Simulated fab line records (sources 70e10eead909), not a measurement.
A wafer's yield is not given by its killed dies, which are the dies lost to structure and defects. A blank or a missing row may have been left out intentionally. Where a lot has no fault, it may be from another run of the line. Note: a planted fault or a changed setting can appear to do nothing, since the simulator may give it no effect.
What tool caused it?    flow nandHarc    6 lots, 18 wafers sampled, at 3 steps of a route of 1302

== WHAT EACH GAUGE READ, for each wafer ==
NHARC_A_M0_OVL_MEAS_10: pitch 160 nm.
lot   measured      on          overlayXNm (nm)
L889  day 24 22:12  overlay-02  1.2 0.9 0.9
L891  day 25 17:55  overlay-02  -0.2 0.0 -0.6
L895  day 27 13:14  overlay-01  0.1 0.3 0.6
L902  day 30 02:39  overlay-02  0.0 0.0 -0.5
L906  day 31 01:44  overlay-01  0.6 0.7 0.4
L905  day 31 07:26  overlay-02  -1.7 -1.3 -2.0

== TOOL THAT RAN EACH LOT (tool first, then ch and the chambers of the sampled wafers, then the start) ==
lot   NHARC_A_CONTACT_CMP_20         NHARC_A_M0_SOFTBAKE_04
L889  cmp-02 ch 1,2,3, day 24 17:10  lithoTrack-04 ch 0, day 24 21:00
L891  cmp-04 ch 1,3, day 25 12:46    lithoTrack-06 ch 0, day 25 17:00
L895  cmp-01 ch 0,1,2, day 27 08:21  lithoTrack-06 ch 0, day 27 12:00
L902  cmp-04 ch 1,2,3, day 29 21:45  lithoTrack-01 ch 0, day 30 02:00
L906  cmp-02 ch 2,3, day 30 20:50    lithoTrack-04 ch 0, day 31 01:00
L905  cmp-04 ch 1,2, day 31 02:23    lithoTrack-01 ch 0, day 31 06:00
- NHARC_A_CONTACT_CMP_20: polishes, t overpolish 30 s, target thk 300 nm.
- NHARC_A_M0_SOFTBAKE_04: time 55 s.

== THE ANSWER, worked out from the rows above alone ==
Rule: the usual values come from the lots themselves. Put in order of their means at a reading, lots are off if they are a third of the lots or fewer, leave a main group of 4 or more, and stand apart from it by a gap of 3 or more times the standard deviation of the main group's means; of several such gaps the widest counts. A main group is skipped when, at the precision printed for the reading in the tables above, its means are all equal. A lot without any number at a reading at which 4 lots or more have one is off too. All remaining lots with rows at the step are treated as sound.
Across all readings shown, no lot is off: no conclusion can be drawn from this.

== WHAT WAS PUT IN BY THE SIMULATOR ==
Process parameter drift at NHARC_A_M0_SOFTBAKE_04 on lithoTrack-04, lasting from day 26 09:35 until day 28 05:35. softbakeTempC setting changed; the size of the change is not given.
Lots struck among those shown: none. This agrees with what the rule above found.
